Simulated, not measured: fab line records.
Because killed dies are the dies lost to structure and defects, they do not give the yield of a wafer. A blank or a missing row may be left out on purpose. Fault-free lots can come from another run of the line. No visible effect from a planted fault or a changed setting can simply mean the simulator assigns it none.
A struck lot beside a sound one    flow n5_finfet    37 steps out of a route of 1938
Sound: the wafers L987.2, L987.3, L987.6. Struck: wafer L995.6 (left out: L995.5, a lot-mate that was not struck); the cause follows at the end.
For every step that has rows: the tool of each side, followed by ch and its chambers, followed by its first start. Under that, the readings that differ: sound wafers    struck wafers    difference of the means    sigmas: that difference in standard deviations of wafers without a fault.
alike: words and numbers the same on both sides, and readings whose means are apart by under 2 such deviations; not compared: readings that were withheld, readings missing a value for some wafer, numbers with overlapping values and no deviation given by the record, and bounds like >300 which may hide the same value.
A row with sigmas, a row that says differs or no value, or rows on one side alone: a step with any of these is where the two part. When numbers do not overlap yet have no deviation, they are printed without sigmas and do not part them. A reading missing from all wafers of one side parts the sides only when that side holds two or more wafers.

first, 9 steps without rows for these wafers: N5_BEOL_M10_PEB_26 (peb time 60 s); N5_BEOL_M10_DEVELOP_27 (develop time 30 s); N5_BEOL_M10_DESCUM_33 (chemistry O2, time 7.9 s); N5_BEOL_M10_ETCH_65 (etches SiARC in CF4, target depth 39 nm, time 65 s); N5_BEOL_M10_ETCH_66 (etches SOC in N2/H2, target depth 120 nm, overetch 24 nm, time 180 s); N5_BEOL_M10_STRIP_69 (strips in N2/H2); N5_BEOL_M10_VIA_ETCH_34 (etches SiCOH lowk in C4F6/O2, target depth 184.5 nm, time 69.2 s); N5_BEOL_M10_STRIP_73 (strips in C4F6/O2); N5_BEOL_M10_STRIP_36 (strips in N2/H2).
N5_BEOL_M10_TRENCH_ETCH_37: etches SiCOH lowk in C4F6/O2, target depth 148.83 nm, time 48 s.
  sound on rie_diel-01 ch 1,3, day 10 03:03; struck on rie_diel-01 ch 2, day 12 00:29
reading                                      sound              struck  difference  sigmas
model.etch.depth_nm (nm)                     147.5 148.4 147.2  195.7   +48.0       
model.BEOL_M10.feature_depth_nm (nm)         147.6 148.4 147.2  195.6   +47.9       
model.TiN_of_BEOL_M10_HM_DEP_02.thk_nm (nm)  16 15.8 16         14.8    -1.1        
  alike: drypump_motor_current_A, oes_product_au, rf_vpp_V, showerhead_plenum_p_Torr, throttle_valve_pct
  not compared: rf_hours_counter_h
then, 2 steps without rows for these wafers: N5_BEOL_M10_ETCH_41 (etches SiCN in CH3F/O2, target depth 42.6 nm, time 86 s); N5_BEOL_M10_STRIP_77 (strips in N2/H2, time 10 s).
N5_BEOL_M10_OCD_MEAS_38:
  sound on ocd-02, day 10 03:14; struck on ocd-02, day 12 00:40
reading               sound              struck  difference  sigmas
trench_depth_nm (nm)  147.7 148.0 147.6  195.4   +47.6       +32
then, 13 steps without rows for these wafers: N5_BEOL_M10_HM_STRIP_39 (strips TiN in peroxide tin strip, target depth 25 nm, time 158 s); N5_BEOL_M10_SRD_40 (time 30 s); N5_BEOL_M10_PRECLEAN_42 (cleans in residue remover, time 60 s); N5_BEOL_M10_SRD_43 (time 30 s); N5_BEOL_M10_CURE_72 (cures SiCOH lowk, time 120 s); N5_BEOL_M10_DEGAS_44 (time 60 s); N5_BEOL_M10_PRE_CLEAN_45 (time 30 s); N5_BEOL_M10_ALD_74 (deposits TaN, target thk 2 nm, pulse time 2 s, purge time 3 s); N5_BEOL_M10_SURFACE_TREAT_76; N5_BEOL_M10_CVD_75 (deposits Co from CCTBA/H2, target thk 2 nm, time 138.9 s); N5_BEOL_M10_SPUTTER_48 (material Cu, target thk 12 nm, time 2 s); N5_BEOL_M10_ECD_50 (material Cu, target thk 318 nm); N5_BEOL_M10_ANNEAL_51 (time 90 s).
N5_BEOL_M10_CMP_52: polishes, stops on SiCOH lowk, t overpolish 7 s, target thk 140 nm.
  sound on cmp-04 ch 0,1,3, day 10 08:31; struck on cmp-04 ch 3, day 12 03:34
reading                                  sound            struck  difference  sigmas
model.Cu_of_BEOL_M10_ECD_50.thk_nm (nm)  139 139.6 138.4  185.6   +46.6       
  alike: motor_current_A
N5_BEOL_M10_THK_MEAS_53: measures by xrf.
  sound on film_metro-01, day 10 08:47; struck on film_metro-02, day 12 03:42
reading       sound              struck  difference  sigmas
M10_THK (nm)  136.6 136.7 136.1  185.3   +48.8       +26
then, 2 steps without rows for these wafers: N5_BEOL_M10_PRE_CLEAN_55 (time 15 s); N5_BEOL_M10_DEP_56 (deposits SiCN from 3MS/NH3, target thk 15 nm, time 26.5 s).
N5_BEOL_M10_RS_MEAS_57: measures by four-point-probe.
  sound on film_metro-01, day 10 08:55; struck on film_metro-02, day 12 03:52
reading          sound                 struck  difference  sigmas
M10_RS (ohm/sq)  0.1522 0.1513 0.1527  0.1112  -0.0409     -19
then, 5 steps without rows for these wafers: N5_BEOL_M11_ILD_DEP_00 (deposits SiCOH lowk from DEMS/porogen, target thk 308.51 nm, time 58 s); N5_BEOL_M11_CURE_71 (cures SiCOH lowk, time 240 s); N5_BEOL_M11_PECVD_70 (deposits SiO2 from TEOS/O2, target thk 20 nm, time 22.7 s); N5_BEOL_M11_HM_DEP_02 (deposits TiN, target thk 20 nm); N5_BEOL_M11_COAT_59 (time 60 s, resist thk 100 nm).
N5_BEOL_M15_RC_MEAS_101:
  sound on prober-02 ch 0, day 11 21:24; struck on prober-01 ch 0, day 13 17:25
reading                     sound                    struck    difference  sigmas
COMB_M11 (S/m)              1.5e-11 1.1e-11 1.7e-11  2.5e-11   +1.1e-11    +3
COMB_M12 (S/m)              6.9e-12 6.2e-12 5.3e-12  1.07e-11  +4.57e-12   +3
COMB_M9 (S/m)               2.9e-11 1.7e-11 2e-11    1.5e-11   -7.0e-12    -2
SERP_M10 (ohm/um)           3.07 3.04 3.06           2.25      -0.81       -13
SERP_M10_max_site (ohm/um)  3.13 3.16 3.24           2.33      -0.85       -12
SERP_M11 (ohm/um)           2.99 2.96 3.01           3.15      +0.16       +2
SERP_M6 (ohm/um)            14.6 14.4 13.9           13.0      -1.3        -3
SERP_M9 (ohm/um)            2.94 3.19 3.19           2.93      -0.18       -2
  alike: COMB_M13, COMB_M13_max_site, COMB_M14, COMB_M15, COMB_M5, COMB_M6, COMB_M7, COMB_M8, SERP_M12, SERP_M13, SERP_M14, SERP_M5, SERP_M7, SERP_M8

## WHERE THEY PART
At N5_BEOL_M10_OCD_MEAS_38 first; at N5_BEOL_M15_RC_MEAS_101 last (within this record only).

WHY: what had been put in by the simulator
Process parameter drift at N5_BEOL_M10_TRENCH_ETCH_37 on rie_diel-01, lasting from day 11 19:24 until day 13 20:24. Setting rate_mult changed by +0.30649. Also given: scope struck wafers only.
